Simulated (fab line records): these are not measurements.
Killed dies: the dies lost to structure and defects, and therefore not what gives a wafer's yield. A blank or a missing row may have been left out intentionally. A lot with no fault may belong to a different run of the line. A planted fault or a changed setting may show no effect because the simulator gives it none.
The tool behind it: which one? ; flow nand_harc ; 12 lots with 36 wafers sampled at 4 steps, on a route of 1302 steps

== WHAT EACH GAUGE READ, for each wafer ==
NHARC_A_SGD_CUT_CD_MEAS_09: target cd 100 nm.
lot;measured;on;cd_nm (nm)
L921;day 19 17:16;cd_sem-01;99.4 99.5 99.8
L920;day 19 17:44;cd_sem-03;100.0 100.9 100.1
L923;day 20 17:23;cd_sem-02;99.8 100.0 100.3
L924;day 21 09:21;cd_sem-03;99.7 99.0 100.3
L925;day 21 09:42;cd_sem-02;100.6 100.7 100.7
L931;day 23 19:10;cd_sem-03;100.7 99.8 99.5
L930;day 24 01:07;cd_sem-02;104.5 105.3 105.0
L933;day 25 03:31;cd_sem-02;104.2 104.0 104.5
L935;day 25 14:27;cd_sem-03;100.0 99.4 99.5
L937;day 26 16:35;cd_sem-03;101.0 100.7 100.5
L939;day 27 03:41;cd_sem-03;99.7 100.5 100.1
L940;day 27 23:07;cd_sem-02;100.1 99.6 99.5

== WHAT TOOL EACH LOT RAN ON (gives the tool, then ch and the chambers of the sampled wafers, and finally the start) ==
lot;NHARC_A_STAIRCASE_ETCHBACK_157;NHARC_A_STAIRCASE_CMP_472;NHARC_A_SGD_CUT_EXPOSE_06
L921;rie_diel-01 ch 0,2,3, day 19 15:37;cmp-04 ch 0,1,3, day 19 16:16;arfi_scanner-01 ch 0, day 19 17:07
L920;rie_diel-06 ch 0,2, day 19 16:04;cmp-01 ch 0,1,3, day 19 16:37;arfi_scanner-01 ch 0, day 19 17:37
L923;rie_diel-06 ch 0,1,2, day 20 15:50;cmp-02 ch 0,1,2, day 20 16:25;arfi_scanner-03 ch 0, day 20 17:15
L924;rie_diel-13 ch 0,1,2, day 21 07:46;cmp-02 ch 0,2,3, day 21 08:19;arfi_scanner-03 ch 0, day 21 09:13
L925;rie_diel-13 ch 0,3, day 21 07:58;cmp-04 ch 1,2,3, day 21 08:35;arfi_scanner-01 ch 0, day 21 09:34
L931;rie_diel-13 ch 0,1, day 23 17:24;cmp-02 ch 0,3, day 23 17:59;arfi_scanner-02 ch 0, day 23 19:02
L930;rie_diel-06 ch 1,3, day 23 23:25;cmp-04 ch 0,3, day 23 23:59;arfi_scanner-01 ch 0, day 24 00:59
L933;rie_diel-01 ch 1,2, day 25 01:57;cmp-04 ch 0,1,2, day 25 02:34;arfi_scanner-01 ch 0, day 25 03:22
L935;rie_diel-13 ch 2,3, day 25 12:36;cmp-02 ch 0,2, day 25 13:20;arfi_scanner-02 ch 0, day 25 14:19
L937;rie_diel-13 ch 1,3, day 26 14:53;cmp-01 ch 2,3, day 26 15:28;arfi_scanner-02 ch 0, day 26 16:26
L939;rie_diel-01 ch 1,2,3, day 27 01:53;cmp-04 ch 1,3, day 27 02:29;arfi_scanner-03 ch 0, day 27 03:32
L940;rie_diel-06 ch 0,2, day 27 21:31;cmp-01 ch 0,1,3, day 27 22:07;arfi_scanner-03 ch 0, day 27 22:59
- NHARC_A_STAIRCASE_ETCHBACK_157: etches the open film in CH3F/O2, target depth 90 nm, time 167.14 s.
- NHARC_A_STAIRCASE_CMP_472: polishes SiO2.
- NHARC_A_SGD_CUT_EXPOSE_06: exposes mask SGD.

== AS READ BY THE TOOLS THEMSELVES (means over the sampled wafers that have a number; for cases with no such wafer, the mark the record gives instead) ==
NHARC_A_STAIRCASE_ETCHBACK_157.
lot;tool;drypump_motor_current_A (A);oes_product_au (a.u.);rf_vpp_V (V);showerhead_plenum_p_Torr (Torr);throttle_valve_pct (%)
L921;rie_diel-01;5.7;0.99;246.1;2.56;20.660
L920;rie_diel-06;6.0;0.97;243.8;2.43;20.656
L923;rie_diel-06;5.7;0.95;243.4;2.36;20.663
L924;rie_diel-13;5.6;1.00;244.6;2.52;20.657
L925;rie_diel-13;5.7;0.93;244.3;2.48;20.663
L931;rie_diel-13;5.5;1.00;245.4;2.52;20.666
L930;rie_diel-06;5.4;0.92;244.4;2.50;20.667
L933;rie_diel-01;5.8;0.98;244.6;2.44;20.665
L935;rie_diel-13;5.6;0.93;244.4;2.45;20.667
L937;rie_diel-13;5.9;0.95;246.0;2.54;20.665
L939;rie_diel-01;5.9;0.98;245.2;2.48;20.653
L940;rie_diel-06;5.6;0.93;242.9;2.37;20.665

NHARC_A_STAIRCASE_CMP_472.
lot;tool;motor_current_A (A)
L921;cmp-04;12.1
L920;cmp-01;11.2
L923;cmp-02;11.6
L924;cmp-02;11.4
L925;cmp-04;13.2
L931;cmp-02;11.3
L930;cmp-04;12.1
L933;cmp-04;12.7
L935;cmp-02;11.2
L937;cmp-01;11.5
L939;cmp-04;12.9
L940;cmp-01;11.2

NHARC_A_SGD_CUT_EXPOSE_06.
lot;tool;exposure_dose_mJ_cm2
L921;arfi_scanner-01;85.5
L920;arfi_scanner-01;85.4
L923;arfi_scanner-03;85.5
L924;arfi_scanner-03;85.5
L925;arfi_scanner-01;85.6
L931;arfi_scanner-02;85.6
L930;arfi_scanner-01;91.7
L933;arfi_scanner-01;90.5
L935;arfi_scanner-02;85.4
L937;arfi_scanner-02;85.4
L939;arfi_scanner-03;86.3
L940;arfi_scanner-03;86.4

== THE ANSWER, worked out from the rows above alone ==
Rule: the usual values come from the lots themselves. The widest of any qualifying gaps counts: lots, ordered by their means at a reading, are off when they make up no more than a third of the lots, leave a main group of 4 or more, and stand apart from it by 3 or more times the standard deviation of that group's means. A main group is skipped when, at the precision printed for the reading in the tables above, its means are all equal. Also off: a lot with no number at a reading for which 4 or more lots have one. All remaining lots with rows at the step are treated as sound. Order of review: gauges by route order, followed by the tools' own readings, for which a lot's mean as printed above is used. At the first step where some lot is off, the reading lying furthest off is the one used; lots without a number count as furthest.
Off: L930, L933 (NHARC_A_SGD_CUT_CD_MEAS_09, cd_nm). The main group has a mean of 100.0 nm with a standard deviation of 0.4.
A tool fits if, at a process step before that reading, it ran every lot that is off, and no sound lot after the first of them. Not tried: the gauges at NHARC_A_SGD_CUT_CD_MEAS_09; whatever is off there is also off at NHARC_A_SGD_CUT_EXPOSE_06, on other tools, and gauge error can't account for it. One candidate fits, namely arfi_scanner-01 at NHARC_A_SGD_CUT_EXPOSE_06. Its last sound lot is L925 (day 21 09:34), its first lot that is off L930 (day 24 00:59): a fault that began between those two fits.
On the lots that are off, the tool's own readings at NHARC_A_SGD_CUT_EXPOSE_06 differ by more than 5 times the standard deviation of the sound lots' means, which bears it out; exposure_dose_mJ_cm2 reads 91.1 there versus 85.7 on the sound lots.

== WHAT THE SIMULATOR HAD PUT IN ==
Process parameter drift: arfi_scanner-01, from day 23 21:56 on, at NHARC_A_SGD_CUT_EXPOSE_06. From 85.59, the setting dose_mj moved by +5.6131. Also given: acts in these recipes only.
Struck lots among those shown: L930, L933. The same result came from the rule above.
